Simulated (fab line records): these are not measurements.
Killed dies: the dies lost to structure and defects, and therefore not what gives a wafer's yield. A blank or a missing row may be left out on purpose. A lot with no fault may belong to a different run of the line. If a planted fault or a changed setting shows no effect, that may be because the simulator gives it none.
A struck lot beside a sound one | flow nandHarc | 14 out of 1159 route steps
Sound: the wafers L416.1, L416.4, L416.5. Struck: wafers L405.1, L405.3, L405.6. The cause comes at the end.
At each step with rows: each side's tool, then ch and its chambers, then its first start. Under that, the readings that differ: sound wafers | struck wafers | difference of the means | sigmas: that difference in standard deviations of wafers without a fault.
alike: words and numbers the same on both sides, and readings whose means are apart by under 2 such deviations; not compared: readings that were withheld, readings missing a value for some wafer, numbers with overlapping values and no deviation given by the record, and bounds like >300 which may hide the same value.
Wherever a step has rows on one side only, a row that says differs or no value, or a row with sigmas, the two part there. Non-overlapping numbers with no deviation appear without sigmas and do not part them. A reading missing from all wafers of one side parts the sides only when that side holds two or more wafers.

first, 7 steps without rows for these wafers: NHARC_A_ZERO_WELL_COAT_18 (time 65 s); NHARC_A_ZERO_WELL_COAT_04 (resist thk 600 nm); NHARC_A_ZERO_WELL_SOFTBAKE_05 (time 70 s); NHARC_A_ZERO_WELL_EBR_06; NHARC_A_ZERO_WELL_EXPOSE_07 (exposes mask A ZERO); NHARC_A_ZERO_WELL_PEB_08 (peb time 80 s); NHARC_A_ZERO_WELL_DEVELOP_09 (time 50 s).
NHARC_A_ZERO_WELL_CD_MEAS_10: target cd 2000 nm.
  sound on cdSem-02 ch 0, day 11 12:49; struck on cdSem-01 ch 0, day 9 05:05
  alike: cdNm
then, 1 step without rows for these wafers: NHARC_A_ZERO_WELL_HARDBAKE_11 (time 65 s).
NHARC_A_ZERO_WELL_DESCUM_12: chemistry O2, time 3 s.
  sound on rieDiel-06 ch 0,1,2, day 11 13:02; struck on rieDiel-08 ch 0,1,3, day 9 05:14
reading              | sound                | struck               | difference | sigmas
throttleValvePct (%) | 11.294 11.304 11.296 | 11.321 11.330 11.308 | +0.022     | +2
  alike: drypumpMotorCurrentA, oesProductAu, rfVppV, showerheadPlenumPTorr
  not compared: rfHoursCounterH
NHARC_A_ZERO_WELL_ETCH_19: etches the open film in N2/H2, target depth 80 nm, overetch 24 nm, time 87.88 s.
  sound on rieDiel-06 ch 2,3, day 11 13:07; struck on rieDiel-08 ch 0,2,3, day 9 05:20
  alike: drypumpMotorCurrentA, oesProductAu, rfVppV, showerheadPlenumPTorr, throttleValvePct
  not compared: rfHoursCounterH
NHARC_A_ZERO_WELL_ETCH_13: etches the open film in HBr/Cl2, target depth 120 nm, time 40.1 s.
  sound on rieSi-01 ch 1,3, day 11 13:14; struck on rieSi-04 ch 1,2,3, day 9 05:28
  alike: drypumpMotorCurrentA, oesProductAu, throttleValvePct
  not compared: rfHoursCounterH
NHARC_A_ZERO_WELL_STRIP_14: strips in SPM, time 900 s.
  sound on wetBench-01 ch 0,2,3, day 11 13:23; struck on wetBench-03 ch 1,5,6, day 9 05:37
  no value came back on the struck wafers for bathGuardTempC (C), bathHeatDutyPct (%); on the sound wafers bathGuardTempC (C) reads 130.1 129.9 130.3
-- jump in the record: it breaks off in module A_ZERO_WELL and resumes in module END (first step shown: number 1159 of the route), and 13 days separate the struck wafers' starts before and after --
NHARC_END_SORT_01:
  sound on prober-01 ch 0, day 24 10:49; struck on prober-01 ch 0, day 22 02:24
reading       | sound    | struck   | difference | sigmas
killedAtArray | 44 49 40 | 19 20 21 | -24        | -2
  alike: killedAtOther, killedAtPeriphery, killedDies, killedOpen, killedShort

== WHERE THEY PART ==
Last at NHARC_END_SORT_01 as far as this record goes, first at NHARC_A_ZERO_WELL_DESCUM_12.

WHY: whatever the simulator had introduced
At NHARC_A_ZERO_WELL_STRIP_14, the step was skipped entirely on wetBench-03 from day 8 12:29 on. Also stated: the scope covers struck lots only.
